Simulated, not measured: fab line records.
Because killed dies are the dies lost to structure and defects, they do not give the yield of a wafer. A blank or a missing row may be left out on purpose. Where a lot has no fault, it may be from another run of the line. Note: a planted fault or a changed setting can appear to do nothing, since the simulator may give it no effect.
fab line records ; flow n5Finfet
[record] lots = 7; wafers = 21
route steps=1938 shown PMOS_HMC_CHANNEL_EPI@58 FIN_SAQP@116 SD_EPI_N@268 SDB@348
startH: start of the lot's first displayed wafer, in hours after the record's first day ; waitH: how many hours have passed since the lot's step before this one ; " unchanged from the row above ; L1.1+2: a row that stands for several wafers ; - either no value or no given start ; * or withheld: withheld ; < > ~ a bound
route shown NAME@n: NAME is a module with steps in the file, n the number in the route of the first one ; usual: mean/standard deviation taken from wafers without a fault ; same: alike in all rows ; chamber/n: place in a boat ; sites: the reading at each site ; _std_site: their standard deviation ; _edge_site: the outer-site mean with the inner-site mean subtracted ; radiusMm: how far each site lies from the wafer's centre ; mask NAME#n: copy n ; behind: the most recent tool/chamber to have shaped the wafer ; hold: why the lot went on hold/how many hours it stayed there/how the hold came to an end ; device: the transistor (n, p or np) that didn't switch ; end of line: the route-end tests of the same wafers ; where a step has no rows: the recipe by itself ; killed: count of dies lost to structure and defects at first sort (not the wafer's yield) ; map: a wafer's dies, marking killed ones x, the rest . and places with no die _
set.NAME: the setting that was run; set.NAME@STEP: the one run at that earlier step ; model.NAME: the simulator's own value behind a step, which no gauge read
lots run with intentionally changed settings; tables by step, rows by wafer
[[steps]]
[step N5_PMOS_HMC_CHANNEL_EPI_COAT_31]
[recipe] resist = BARC; tempC = 205; timeS = 60; spinRpm = 1500; resistThkNm = 66
lot.wafer;tool;chamber;startH;waitH;set.spinRpm;model.BARC_of_PMOS_HMC_CHANNEL_EPI_COAT_31.thkNm
L076.2+4;lithoTrack-04;0;28.94;0.0;1342;69.42
L076.3;lithoTrack-04;0;28.94;0.0;1342;69.4
L078.2;lithoTrack-04;0;40.77;0.1;1500;66.24
L078.3;lithoTrack-04;0;40.77;0.1;1443;67.31
L078.5;lithoTrack-04;0;40.77;0.1;1500;65.91
L079.2;lithoTrack-04;0;47.04;0.0;1500;66.17
L079.3;lithoTrack-04;0;47.04;0.0;1500;66.08
L079.5;lithoTrack-04;0;47.04;0.0;1432;67.72
L080.4;lithoTrack-01;0;53.02;0.0;1500;66.18
L080.5;lithoTrack-01;0;53.02;0.0;1500;66.21
L080.6;lithoTrack-01;0;53.02;0.0;1500;66.31
L093.1;lithoTrack-05;0;131.44;0.0;1500;66.04
L093.3;lithoTrack-05;0;131.44;0.0;1500;66.13
L093.6;lithoTrack-05;0;131.44;0.0;1500;65.89
L094.3;lithoTrack-05;0;136.99;0.0;1500;66.13
L094.4+5;lithoTrack-05;0;136.99;0.0;1590;64.34
L095.2;lithoTrack-04;0;142.74;0.0;1500;65.65
L095.3;lithoTrack-04;0;142.74;0.0;1500;65.83
L095.4;lithoTrack-04;0;142.74;0.0;1500;65.63
[step N5_PMOS_HMC_CHANNEL_EPI_PEB_07]
[recipe] pebTempC = 110; pebTimeS = 60; resist = CAR-ArF-block
lot.wafer;tool;chamber;startH;waitH;set.pebTempC
L076.2+3+4;lithoTrack-04;0;29.22;0.0;110
L078.2;lithoTrack-04;0;41.06;0.0;108.9
L078.3+5;lithoTrack-04;0;41.06;0.0;110
L079.2+3;lithoTrack-05;0;47.32;0.0;110
L079.5;lithoTrack-05;0;47.32;0.0;107.8
L080.4;lithoTrack-05;0;53.18;0.0;110
L080.5+6;lithoTrack-05;0;53.18;0.0;108.2
L093.1+3+6;lithoTrack-04;0;131.60;0.1;110
L094.3;lithoTrack-05;0;137.14;0.0;110
L094.4+5;lithoTrack-05;0;137.14;0.0;107.3
L095.2+4;lithoTrack-04;0;143.02;0.0;113.3
L095.3;lithoTrack-04;0;143.02;0.0;110
[step N5_PMOS_HMC_CHANNEL_EPI_DEVELOP_08]
[recipe] developTimeS = 30; developer = TMAH; resist = CAR-ArF-block; devTempC = 23; rinseLiquid = diw; dry = airSpin
[step N5_PMOS_HMC_CHANNEL_EPI_CD_MEAS_09]
[recipe] targetCdNm = 237.4; landingEnergyEv = 500; detector = seInlens
[usual] cdNm = 237.8/0.93
lot.wafer;tool;chamber;startH;waitH;set.pebTempC@PMOS_HMC_CHANNEL_EPI_PEB_07;cdNm
L076.2;cdSem-01;0;29.29;-;110;237.1
L076.3;cdSem-01;0;29.29;-;110;238.1
L076.4;cdSem-01;0;29.29;-;110;238.1
L078.2;cdSem-03;0;41.12;-;108.9;234.3
L078.3;cdSem-03;0;41.12;-;110;237.0
L078.5;cdSem-03;0;41.12;-;110;238.2
L079.2;cdSem-02;0;47.39;-;110;237.0
L079.3;cdSem-02;0;47.39;-;110;236.5
L079.5;cdSem-02;0;47.39;-;107.8;229.3
L080.4;cdSem-02;0;53.25;-;110;236.7
L080.5;cdSem-02;0;53.25;-;108.2;232.3
L080.6;cdSem-02;0;53.25;-;108.2;231.9
L093.1;cdSem-03;0;131.67;-;110;238.4
L093.3;cdSem-03;0;131.67;-;110;238.5
L093.6;cdSem-03;0;131.67;-;110;239.3
L094.3;cdSem-02;0;137.21;-;110;238.7
L094.4;cdSem-02;0;137.21;-;107.3;230.2
L094.5;cdSem-02;0;137.21;-;107.3;229.0
L095.2;cdSem-02;0;143.09;-;113.3;247.7
L095.3;cdSem-02;0;143.09;-;110;239.1
L095.4;cdSem-02;0;143.09;-;113.3;246.8
[step N5_PMOS_HMC_CHANNEL_EPI_DESCUM_14]
[recipe] chemistry = O2; timeS = 7.9; sourcePowerW = 50; biasPowerW = 20; pressureMtorr = 20; rfFrequencyHz = 2.712e+07; tempC = 40; resist = CAR-ArF-block; o2FlowSccm = 225
lot.wafer;tool;chamber;startH;waitH;set.pebTempC@PMOS_HMC_CHANNEL_EPI_PEB_07;model.PMOS_HMC_CHANNEL_EPI.cdNm
L076.2;rieDiel-05;2;30.20;0.9;110;236.9
L076.3+4;rieDiel-05;3,0;30.20;0.9;110;238.1
L078.2;rieDiel-06;2;41.22;0.0;108.9;234.1
L078.3;rieDiel-06;1;41.22;0.0;110;237
L078.5;rieDiel-06;1;41.22;0.0;110;238.3
L079.2;rieDiel-05;3;47.67;0.2;110;236.9
L079.3;rieDiel-05;1;47.67;0.2;110;236.4
L079.5;rieDiel-05;0;47.67;0.2;107.8;229.1
L080.4;rieDiel-05;1;53.33;0.0;110;236.6
L080.5+6;rieDiel-05;1,2;53.33;0.0;108.2;232
L093.1;rieDiel-06;1;131.75;0.0;110;238.5
L093.3;rieDiel-06;0;131.75;0.0;110;238.7
L093.6;rieDiel-06;3;131.75;0.0;110;239.4
L094.3;rieDiel-06;0;137.32;0.1;110;238.6
L094.4;rieDiel-06;1;137.32;0.1;107.3;230.5
L094.5;rieDiel-06;2;137.32;0.1;107.3;229.2
L095.2;rieDiel-05;1;143.18;0.0;113.3;247.3
L095.3;rieDiel-05;3;143.18;0.0;110;239.5
L095.4;rieDiel-05;2;143.18;0.0;113.3;247
[step N5_PMOS_HMC_CHANNEL_EPI_ETCH_32]
[recipe] chemistry = N2/H2; target = BARC; stopOn = SiO2; targetDepthA = 858; overEtchFrac = 0.3; timeS = 50.3; ionEnergyEv = 200; maskMaterial = CAR-ArF-block; pressureMtorr = 30; sourceW = 840; biasW = 150; n2FlowSccm = 200; h2FlowSccm = 200
lot.wafer;tool;chamber;startH;waitH;set.spinRpm@PMOS_HMC_CHANNEL_EPI_COAT_31;model.etch.depthNm
L076.2+4;rieDiel-05;2,0;30.24;0.0;1342;69.42
L076.3;rieDiel-05;3;30.24;0.0;1342;69.4
L078.2;rieDiel-06;2;41.25;0.0;1500;66.24
L078.3;rieDiel-06;1;41.25;0.0;1443;67.31
L078.5;rieDiel-06;1;41.25;0.0;1500;65.91
L079.2;rieDiel-05;3;47.71;0.0;1500;66.17
L079.3;rieDiel-05;1;47.71;0.0;1500;66.08
L079.5;rieDiel-05;0;47.71;0.0;1432;67.72
L080.4;rieDiel-05;1;53.36;0.0;1500;66.18
L080.5;rieDiel-05;1;53.36;0.0;1500;66.21
L080.6;rieDiel-05;2;53.36;0.0;1500;66.31
L093.1;rieDiel-06;1;131.79;0.0;1500;66.04
L093.3;rieDiel-06;0;131.79;0.0;1500;66.13
L093.6;rieDiel-06;3;131.79;0.0;1500;65.89
L094.3;rieDiel-06;0;137.35;0.0;1500;66.13
L094.4+5;rieDiel-06;1,2;137.35;0.0;1590;64.34
L095.2;rieDiel-05;1;143.21;0.0;1500;65.65
L095.3;rieDiel-05;3;143.21;0.0;1500;65.83
L095.4;rieDiel-05;2;143.21;0.0;1500;65.63
[step N5_FIN_SAQP_ETCH_52]
[recipe] chemistry = N2/H2; target = SOC; targetDepthA = 1000; overetchA = 200; maskMaterial = SiARC; tempC = 40; timeS = 150; ionEnergyEv = 200; pressureMtorr = 30; sourceW = 840; biasW = 150; n2FlowSccm = 200; h2FlowSccm = 200; ends = endPoint
[usual] rfVppV = 525.0/1.8
lot.wafer;tool;chamber;startH;waitH;set.sourceW;rfVppV
L076.2;rieDiel-01;3;34.40;0.0;840;524.4
L076.3;rieDiel-01;2;34.40;0.0;840;526.3
L076.4;rieDiel-01;1;34.40;0.0;840;526.4
L078.2;rieDiel-02;2;45.80;0.0;885.4;516.1
L078.3;rieDiel-02;3;45.80;0.0;885.4;518.1
L078.5;rieDiel-02;2;45.80;0.0;885.4;514.9
L079.2;rieDiel-02;3;52.15;0.0;880.7;519.2
L079.3;rieDiel-02;1;52.15;0.0;840;525.8
L079.5;rieDiel-02;2;52.15;0.0;840;524.2
L080.4;rieDiel-02;1;57.64;0.0;840;525.1
L080.5;rieDiel-02;2;57.64;0.0;718.8;552.3
L080.6;rieDiel-02;3;57.64;0.0;840;527.3
L093.1;rieDiel-01;2;136.79;0.0;840;526.7
L093.3;rieDiel-01;0;136.79;0.0;840;520.0
L093.6;rieDiel-01;0;136.79;0.0;840;520.8
L094.3;rieDiel-04;2;142.20;0.0;840;525.4
L094.4;rieDiel-04;0;142.20;0.0;840;526.7
L094.5;rieDiel-04;0;142.20;0.0;840;526.4
L095.2;rieDiel-02;0;147.59;0.0;840;523.5
L095.3;rieDiel-02;1;147.59;0.0;840;525.4
L095.4;rieDiel-02;2;147.59;0.0;840;524.2
[step N5_SD_EPI_N_PEB_07]
[recipe] pebTempC = 110; pebTimeS = 60; resist = CAR-ArF-block
lot.wafer;tool;chamber;startH;waitH;set.pebTempC
L076.2;lithoTrack-05;0;62.12;0.0;107.2
L076.3+4;lithoTrack-05;0;62.12;0.0;110
L078.2+3+5;lithoTrack-03;0;70.89;0.0;110
L079.2+3+5;lithoTrack-05;0;77.77;0.0;110
L080.4+5+6;lithoTrack-02;0;84.25;0.0;110
L093.1+3+6;lithoTrack-03;0;163.19;0.1;110
L094.3+4;lithoTrack-05;0;167.81;0.0;107.1
L094.5;lithoTrack-05;0;167.81;0.0;110
L095.2+4;lithoTrack-03;0;172.98;0.0;111
L095.3;lithoTrack-03;0;172.98;0.0;110
[step N5_SD_EPI_N_DEVELOP_08]
[recipe] developTimeS = 30; developer = TMAH; resist = CAR-ArF-block; devTempC = 23; rinseLiquid = diw; dry = airSpin
[step N5_SD_EPI_N_CD_MEAS_09]
[recipe] targetCdNm = 120; landingEnergyEv = 500; detector = seInlens
[usual] cdNm = 119.9/0.61
lot.wafer;tool;chamber;startH;waitH;set.pebTempC@SD_EPI_N_PEB_07;cdNm
L076.2;cdSem-02;0;62.19;-;107.2;113.2
L076.3;cdSem-02;0;62.19;-;110;120.1
L076.4;cdSem-02;0;62.19;-;110;119.4
L078.2;cdSem-01;0;70.96;-;110;118.6
L078.3;cdSem-01;0;70.96;-;110;119.0
L078.5;cdSem-01;0;70.96;-;110;118.9
L079.2;cdSem-01;0;77.84;-;110;119.1
L079.3;cdSem-01;0;77.84;-;110;119.5
L079.5;cdSem-01;0;77.84;-;110;119.0
L080.4;cdSem-02;0;84.32;-;110;120.0
L080.5;cdSem-02;0;84.32;-;110;119.7
L080.6;cdSem-02;0;84.32;-;110;120.5
L093.1;cdSem-02;0;163.26;-;110;120.0
L093.3;cdSem-02;0;163.26;-;110;120.0
L093.6;cdSem-02;0;163.26;-;110;119.8
L094.3;cdSem-01;0;167.88;-;107.1;112.4
L094.4;cdSem-01;0;167.88;-;107.1;112.8
L094.5;cdSem-01;0;167.88;-;110;119.9
L095.2;cdSem-02;0;173.04;-;111;122.5
L095.3;cdSem-02;0;173.04;-;110;120.0
L095.4;cdSem-02;0;173.04;-;111;121.9
[step N5_SD_EPI_N_DESCUM_14]
[recipe] chemistry = O2; timeS = 7.9; sourcePowerW = 50; biasPowerW = 20; pressureMtorr = 20; rfFrequencyHz = 2.712e+07; tempC = 40; resist = CAR-ArF-block; o2FlowSccm = 225
lot.wafer;tool;chamber;startH;waitH;set.pebTempC@SD_EPI_N_PEB_07;model.SD_EPI_N.cdNm
L076.2;rieDiel-02;0;62.28;0.0;107.2;113.2
L076.3;rieDiel-02;2;62.28;0.0;110;120.2
L076.4;rieDiel-02;3;62.28;0.0;110;119.6
L078.2;rieDiel-04;2;71.20;0.2;110;118.8
L078.3+5;rieDiel-04;0,3;71.20;0.2;110;119
L079.2;rieDiel-04;2;78.46;0.6;110;119.4
L079.3;rieDiel-04;0;78.46;0.6;110;119.6
L079.5;rieDiel-04;0;78.46;0.6;110;119
L080.4;rieDiel-01;1;84.40;0.0;110;120
L080.5;rieDiel-01;0;84.40;0.0;110;119.8
L080.6;rieDiel-01;3;84.40;0.0;110;120.4
L093.1;rieDiel-04;2;163.67;0.4;110;119.8
L093.3+6;rieDiel-04;3;163.67;0.4;110;120.2
L094.3;rieDiel-01;3;167.97;0.0;107.1;112.2
L094.4;rieDiel-01;1;167.97;0.0;107.1;112.8
L094.5;rieDiel-01;3;167.97;0.0;110;120
L095.2+4;rieDiel-04;0,1;173.13;0.0;111;122.4
L095.3;rieDiel-04;2;173.13;0.0;110;120
[step N5_SD_EPI_N_ETCH_34]
[recipe] chemistry = CF4; target = SiARC; targetDepthA = 455; maskMaterial = CAR-ArF-block; timeS = 75.8; ionEnergyEv = 80; pressureMtorr = 40; sourceW = 545; biasW = 36; Ar_flow_sccm = 100; cf4FlowSccm = 100; ends = cleared
lot.wafer;tool;chamber;startH;waitH;set.pebTempC@SD_EPI_N_PEB_07;model.SD_EPI_N.cdNm
L076.2;rieDiel-02;0;62.31;0.0;107.2;113.2
L076.3;rieDiel-02;2;62.31;0.0;110;120.2
L076.4;rieDiel-02;3;62.31;0.0;110;119.6
L078.2+3+5;rieDiel-04;2,0,3;71.24;0.0;110;118.8
L079.2+3;rieDiel-04;2,0;78.49;0.0;110;119.4
L079.5;rieDiel-04;0;78.49;0.0;110;118.8
L080.4;rieDiel-01;1;84.44;0.0;110;120
L080.5;rieDiel-01;0;84.44;0.0;110;119.4
L080.6;rieDiel-01;3;84.44;0.0;110;120.6
L093.1;rieDiel-04;2;163.71;0.0;110;119.6
L093.3+6;rieDiel-04;3;163.71;0.0;110;120.2
L094.3;rieDiel-01;3;168.00;0.0;107.1;112.4
L094.4;rieDiel-01;1;168.00;0.0;107.1;113
L094.5;rieDiel-01;3;168.00;0.0;110;120.2
L095.2;rieDiel-04;0;173.17;0.0;111;122.4
L095.3;rieDiel-04;2;173.17;0.0;110;119.6
L095.4;rieDiel-04;1;173.17;0.0;111;122.6
[step N5_SD_EPI_N_ETCH_35]
[recipe] chemistry = N2/H2; target = SOC; overetchA = 1080; maskMaterial = SiARC; tempC = 40; ionEnergyEv = 100; sourceW = 3000; biasW = 133; pressureMtorr = 20; timeS = 486; n2FlowSccm = 200; h2FlowSccm = 200
lot.wafer;tool;chamber;startH;waitH;set.pebTempC@SD_EPI_N_PEB_07;model.SD_EPI_N.cdNm
L076.2;rieDiel-02;0;62.37;0.0;107.2;113.2
L076.3;rieDiel-02;2;62.37;0.0;110;120.8
L076.4;rieDiel-02;3;62.37;0.0;110;118.8
L078.2;rieDiel-04;2;71.29;0.0;110;119
L078.3;rieDiel-04;0;71.29;0.0;110;118.8
L078.5;rieDiel-04;3;71.29;0.0;110;118.4
L079.2;rieDiel-04;2;78.55;0.0;110;120
L079.3;rieDiel-04;0;78.55;0.0;110;119
L079.5;rieDiel-04;0;78.55;0.0;110;118
L080.4+6;rieDiel-01;1,3;84.49;0.0;110;120.4
L080.5;rieDiel-01;0;84.49;0.0;110;118.8
L093.1;rieDiel-04;2;163.76;0.0;110;118
L093.3;rieDiel-04;3;163.76;0.0;110;121.6
L093.6;rieDiel-04;3;163.76;0.0;110;121.2
L094.3;rieDiel-01;3;168.06;0.0;107.1;113
L094.4;rieDiel-01;1;168.06;0.0;107.1;114
L094.5;rieDiel-01;3;168.06;0.0;110;121.4
L095.2;rieDiel-04;0;173.22;0.0;111;122.2
L095.3;rieDiel-04;2;173.22;0.0;110;118.4
L095.4;rieDiel-04;1;173.22;0.0;111;121.2
[step N5_SD_EPI_N_ETCH_45]
[recipe] chemistry = CH3F/O2; target = SiOCN; targetDepthA = 60; maskMaterial = SOC; ionEnergyEv = 60; biasW = 29; pressureMtorr = 15; sourceW = 410; Ar_flow_sccm = 150; CH3F_flow_sccm = 30; O2_flow_sccm = 20
lot.wafer;tool;chamber;startH;waitH;set.targetDepthA;model.etch.depthNm
L076.2;rieDiel-02;0;62.79;0.1;64.11;6.494
L076.3;rieDiel-02;2;62.79;0.1;60;5.959
L076.4;rieDiel-02;3;62.79;0.1;60;5.908
L078.2;rieDiel-04;2;71.72;0.1;57.03;5.549
L078.3;rieDiel-04;0;71.72;0.1;60;5.849
L078.5;rieDiel-04;3;71.72;0.1;60;5.993
L079.2;rieDiel-04;2;78.97;0.1;60;5.857
L079.3;rieDiel-04;0;78.97;0.1;60;5.918
L079.5;rieDiel-04;0;78.97;0.1;60;5.877
L080.4;rieDiel-01;1;84.92;0.1;60;5.911
L080.5;rieDiel-01;0;84.92;0.1;62.57;6.024
L080.6;rieDiel-01;3;84.92;0.1;62.57;6.396
L093.1;rieDiel-04;2;164.19;0.1;60;5.876
L093.3;rieDiel-04;3;164.19;0.1;60;5.896
L093.6;rieDiel-04;3;164.19;0.1;60;5.89
L094.3;rieDiel-01;3;168.48;0.1;55.97;5.782
L094.4;rieDiel-01;1;168.48;0.1;60;6.213
L094.5;rieDiel-01;3;168.48;0.1;60;6.171
L095.2;rieDiel-04;0;173.65;0.1;64.04;6.557
L095.3;rieDiel-04;2;173.65;0.1;64.04;6.215
L095.4;rieDiel-04;1;173.65;0.1;60;5.907
[step N5_SDB_COAT_03]
[recipe] resist = SOC; tempC = 250; timeS = 60; spinRpm = 1500; resistThkNm = 100
lot.wafer;tool;chamber;startH;waitH;set.spinRpm;model.SOC_of_SDB_COAT_03.thkNm
L076.2;lithoTrack-02;0;77.84;0.1;1603;96.4
L076.3;lithoTrack-02;0;77.84;0.1;1500;99.4
L076.4;lithoTrack-02;0;77.84;0.1;1603;96.2
L078.2;lithoTrack-03;0;86.55;0.1;1500;100
L078.3;lithoTrack-03;0;86.55;0.1;1500;99.8
L078.5;lithoTrack-03;0;86.55;0.1;1500;99.6
L079.2;lithoTrack-03;0;95.30;0.1;1390;103.6
L079.3;lithoTrack-03;0;95.30;0.1;1500;99.8
L079.5;lithoTrack-03;0;95.30;0.1;1500;99.6
L080.4;lithoTrack-03;0;100.58;0.0;1413;103
L080.5;lithoTrack-03;0;100.58;0.0;1413;102.8
L080.6;lithoTrack-03;0;100.58;0.0;1500;99.8
L093.1;lithoTrack-01;0;180.29;0.1;1500;100
L093.3;lithoTrack-01;0;180.29;0.1;1500;99.6
L093.6;lithoTrack-01;0;180.29;0.1;1500;99.8
L094.3;lithoTrack-02;0;184.07;0.1;1500;99.8
L094.4+5;lithoTrack-02;0;184.07;0.1;1500;99.6
L095.2;lithoTrack-01;0;193.34;0.1;1430;101.8
L095.3;lithoTrack-01;0;193.34;0.1;1430;101.6
L095.4;lithoTrack-01;0;193.34;0.1;1500;99.2
[step N5_SDB_ETCH_17]
[recipe] chemistry = CF4; target = SiARC; targetDepthA = 234; maskMaterial = CAR-ArF; timeS = 39; ionEnergyEv = 80; pressureMtorr = 40; sourceW = 545; biasW = 36; Ar_flow_sccm = 100; cf4FlowSccm = 100; ends = cleared
lot.wafer;tool;chamber;startH;waitH;set.cf4FlowSccm
L076.2+3+4;rieDiel-01;3,0,2;79.06;0.0;100
L078.2+3;rieDiel-04;1,3;87.04;0.0;100
L078.5;rieDiel-04;3;87.04;0.0;110.5
L079.2;rieDiel-04;3;95.81;0.0;108.9
L079.3+5;rieDiel-04;2;95.81;0.0;100
L080.4;rieDiel-01;1;101.28;0.0;100
L080.5+6;rieDiel-01;3,0;101.28;0.0;81.79
L093.1+3+6;rieDiel-01;3,1,0;180.66;0.0;100
L094.3;rieDiel-01;2;184.57;0.0;100
L094.4+5;rieDiel-01;1;184.57;0.0;84.29
L095.2+4;rieDiel-02;0,2;193.83;0.0;81.39
L095.3;rieDiel-02;1;193.83;0.0;100
[step N5_SDB_ETCH_18]
[recipe] chemistry = N2/H2; target = SOC; targetDepthA = 1000; overetchA = 200; maskMaterial = SiARC; tempC = 40; timeS = 150; ionEnergyEv = 200; pressureMtorr = 30; sourceW = 840; biasW = 150; n2FlowSccm = 200; h2FlowSccm = 200
lot.wafer;tool;chamber;startH;waitH;set.spinRpm@SDB_COAT_03;model.etch.depthNm
L076.2;rieDiel-01;3;79.09;0.0;1603;96.34
L076.3;rieDiel-01;0;79.09;0.0;1500;99.43
L076.4;rieDiel-01;2;79.09;0.0;1603;96.19
L078.2;rieDiel-04;1;87.08;0.0;1500;99.9
L078.3;rieDiel-04;3;87.08;0.0;1500;99.88
L078.5;rieDiel-04;3;87.08;0.0;1500;99.67
L079.2;rieDiel-04;3;95.86;0.0;1390;103.7
L079.3;rieDiel-04;2;95.86;0.0;1500;99.72
L079.5;rieDiel-04;2;95.86;0.0;1500;99.69
L080.4;rieDiel-01;1;101.31;0.0;1413;103
L080.5;rieDiel-01;3;101.31;0.0;1413;102.8
L080.6;rieDiel-01;0;101.31;0.0;1500;99.9
L093.1;rieDiel-01;3;180.69;0.0;1500;99.94
L093.3;rieDiel-01;1;180.69;0.0;1500;99.61
L093.6;rieDiel-01;0;180.69;0.0;1500;99.86
L094.3;rieDiel-01;2;184.60;0.0;1500;99.86
L094.4;rieDiel-01;1;184.60;0.0;1500;99.59
L094.5;rieDiel-01;1;184.60;0.0;1500;99.67
L095.2;rieDiel-02;0;193.87;0.0;1430;101.9
L095.3;rieDiel-02;1;193.87;0.0;1430;101.6
L095.4;rieDiel-02;2;193.87;0.0;1500;99.24
[step N5_SDB_STRIP_19]
[recipe] chemistry = N2/H2; tempC = 40; n2FlowSccm = 200; h2FlowSccm = 200; rfFrequencyHz = 6e+07
[step N5_SDB_STRIP_21]
[recipe] chemistry = CF4; resist = SiARC; powerW = 300; biasPowerW = 75; pressureMtorr = 50; cf4FlowSccm = 150; rfFrequencyHz = 6e+07
[step N5_SDB_HM_OPEN_20]
[recipe] chemistry = CH3F/O2; target = SiNx; maskMaterial = SOC; targetDepthA = 240; stopOn = poly-Si; overEtchFrac = 0.4; ionEnergyEv = 120; pressureMtorr = 30; sourceW = 395; biasW = 73; Ar_flow_sccm = 150; CH3F_flow_sccm = 30; O2_flow_sccm = 20
lot.wafer;tool;chamber;startH;waitH;set.spinRpm@SDB_COAT_03;model.SOC_of_SDB_COAT_03.thkNm
L076.2;rieDiel-01;3;79.25;0.0;1603;80
L076.3;rieDiel-01;0;79.25;0.0;1500;84
L076.4;rieDiel-01;2;79.25;0.0;1603;80.4
L078.2;rieDiel-04;1;87.24;0.0;1500;84.2
L078.3;rieDiel-04;3;87.24;0.0;1500;84
L078.5;rieDiel-04;3;87.24;0.0;1500;83.8
L079.2;rieDiel-04;3;96.10;0.0;1390;87.8
L079.3+5;rieDiel-04;2;96.10;0.0;1500;84.2
L080.4;rieDiel-01;1;101.47;0.0;1413;87.2
L080.5;rieDiel-01;3;101.47;0.0;1413;86.4
L080.6;rieDiel-01;0;101.47;0.0;1500;84.6
L093.1;rieDiel-01;3;180.85;0.0;1500;83.4
L093.3;rieDiel-01;1;180.85;0.0;1500;83.2
L093.6;rieDiel-01;0;180.85;0.0;1500;84.4
L094.3;rieDiel-01;2;184.76;0.0;1500;83.8
L094.4;rieDiel-01;1;184.76;0.0;1500;83.2
L094.5;rieDiel-01;1;184.76;0.0;1500;83
L095.2+3;rieDiel-02;0,1;194.03;0.0;1430;85.6
L095.4;rieDiel-02;2;194.03;0.0;1500;83.4
[step N5_SDB_STRIP_22]
[recipe] chemistry = N2/H2; powerW = 1000; tempC = 250; h2Frac = 0.65; overashFraction = 0.3; pressureMtorr = withheld; n2FlowSccm = 1750; h2FlowSccm = 3250
[usual] stripTimeToEndpointS = 96.1/0.5
lot.wafer;tool;chamber;startH;waitH;set.spinRpm@SDB_COAT_03;stripTimeToEndpointS
L076.2;plasmaAsher-02;0;79.34;0.1;1603;92.5
L076.3;plasmaAsher-02;1;79.34;0.1;1500;96.2
L076.4;plasmaAsher-02;0;79.34;0.1;1603;92.9
L078.2;plasmaAsher-01;0;87.32;0.1;1500;96.4
L078.3;plasmaAsher-01;0;87.32;0.1;1500;96.3
L078.5;plasmaAsher-01;1;87.32;0.1;1500;95.9
L079.2;plasmaAsher-01;1;96.21;0.1;1390;99.8
L079.3;plasmaAsher-01;0;96.21;0.1;1500;96.3
L079.5;plasmaAsher-01;1;96.21;0.1;1500;96.4
L080.4;plasmaAsher-02;0;101.59;0.1;1413;99.3
L080.5;plasmaAsher-02;1;101.59;0.1;1413;98.6
L080.6;plasmaAsher-02;0;101.59;0.1;1500;96.8
L093.1;plasmaAsher-02;0;181.19;0.3;1500;95.7
L093.3;plasmaAsher-02;0;181.19;0.3;1500;95.4
L093.6;plasmaAsher-02;0;181.19;0.3;1500;96.6
L094.3;plasmaAsher-02;0;184.88;0.1;1500;96.0
L094.4;plasmaAsher-02;1;184.88;0.1;1500;95.4
L094.5;plasmaAsher-02;0;184.88;0.1;1500;95.4
L095.2;plasmaAsher-02;0;194.30;0.2;1430;97.7
L095.3;plasmaAsher-02;0;194.30;0.2;1430;97.6
L095.4;plasmaAsher-02;1;194.30;0.2;1500;95.6
[[key]]
[split] step = N5_PMOS_HMC_CHANNEL_EPI_COAT_31; setting = spinRpm; stated = 1500; by = wafer
[response] step = N5_PMOS_HMC_CHANNEL_EPI_COAT_31; reading = model.BARC_of_PMOS_HMC_CHANNEL_EPI_COAT_31.thkNm; change = -0.32; per = 1%; r = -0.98
[response] step = N5_PMOS_HMC_CHANNEL_EPI_ETCH_32; reading = model.etch.depthNm; change = -0.32; per = 1%; r = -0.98
[split] step = N5_PMOS_HMC_CHANNEL_EPI_PEB_07; setting = pebTempC; stated = 110; by = wafer
[response] step = N5_PMOS_HMC_CHANNEL_EPI_CD_MEAS_09; reading = cdNm; change = +3.21; per = 1%; r = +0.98
[response] step = N5_PMOS_HMC_CHANNEL_EPI_DESCUM_14; reading = model.PMOS_HMC_CHANNEL_EPI.cdNm; change = +3.11; per = 1%; r = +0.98
[split] step = N5_FIN_SAQP_ETCH_52; setting = sourceW; stated = 840; by = wafer
[response] step = N5_FIN_SAQP_ETCH_52; reading = rfVppV; change = -1.75; per = 1%; r = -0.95
[split] step = N5_SD_EPI_N_PEB_07; setting = pebTempC; stated = 110; by = wafer
[response] step = N5_SD_EPI_N_CD_MEAS_09; reading = cdNm; change = +2.65; per = 1%; r = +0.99
[response] step = N5_SD_EPI_N_DESCUM_14; reading = model.SD_EPI_N.cdNm; change = +2.74; per = 1%; r = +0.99
[response] step = N5_SD_EPI_N_ETCH_34; reading = model.SD_EPI_N.cdNm; change = +2.77; per = 1%; r = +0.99
[response] step = N5_SD_EPI_N_ETCH_35; reading = model.SD_EPI_N.cdNm; change = +2.85; per = 1%; r = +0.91
[split] step = N5_SD_EPI_N_ETCH_45; setting = targetDepthA; stated = 60; by = wafer
[response] step = N5_SD_EPI_N_ETCH_45; reading = model.etch.depthNm; change = +0.0718; per = 1%; r = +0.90
[split] step = N5_SDB_COAT_03; setting = spinRpm; stated = 1500; by = wafer
[response] step = N5_SDB_COAT_03; reading = model.SOC_of_SDB_COAT_03.thkNm; change = -0.509; per = 1%; r = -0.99
[response] step = N5_SDB_ETCH_18; reading = model.etch.depthNm; change = -0.511; per = 1%; r = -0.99
[response] step = N5_SDB_HM_OPEN_20; reading = model.SOC_of_SDB_COAT_03.thkNm; change = -0.483; per = 1%; r = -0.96
[response] step = N5_SDB_STRIP_22; reading = stripTimeToEndpointS; change = *; per = 1%; r = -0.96
[split] step = N5_SDB_ETCH_17; setting = cf4FlowSccm; stated = 100; by = wafer
response none clear
